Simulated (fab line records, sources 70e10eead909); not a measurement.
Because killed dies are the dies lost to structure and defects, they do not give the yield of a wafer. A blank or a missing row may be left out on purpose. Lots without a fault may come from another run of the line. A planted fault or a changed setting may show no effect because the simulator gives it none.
Matching of chambers ; flow nand_harc ; NHARC_A_CONTACT_ETCH_49 on rie_diel-07: 4 sister chambers
The step etches the open film in N2/H2, target depth 260 nm, time 475.3 s. 8 wafers are shown with their chamber, then 7 later ones without.

WAFERS PAIRED WITH THEIR CHAMBERS
wafer;chamber;showerhead_plenum_p_Torr (Torr);rf_vpp_V (V)
L251.4;3;1.90;425
L256.1;0;2.21;435
L256.3;1;2.03;431
L256.6;2;2.00;430
L258.1;2;2.00;429
L258.4;3;1.89;425
L258.6;1;2.03;430
L260.1;0;2.21;435

WAFERS WHOSE CHAMBER IS MISSING
wafer;showerhead_plenum_p_Torr (Torr);rf_vpp_V (V)
L260.2;1.89;427
L260.6;2.03;430
L262.2;1.99;430
L262.4;2.21;435
L262.6;2.21;436
L267.2;1.89;424
L267.5;2.03;429

CHAMBER TAKEN BY EACH
wafer;from the rows above;in truth
L260.2;3;3
L260.6;1;1
L262.2;2;2
L262.4;0;0
L262.6;0;0
L267.2;3;3
L267.5;1;1
Correct placement for 7 of the 7. Not placeable from these rows: 0. Wrongly placed: 0.
How it was worked out, from the rows above alone: a wafer's distance from a chamber is the root of the sum, over the readings, of the square of ((its reading less the chamber's mean) divided by the reading's scatter). If the next closest chamber is less than 2 further off than the closest, the wafer can't be placed; otherwise it belongs to the closest. A chamber's mean is the mean of its shown wafers. The scatter is the square root of a quotient: the sum, over the shown wafers, of each reading's squared deviation from its chamber's mean, divided by wafers minus chambers.
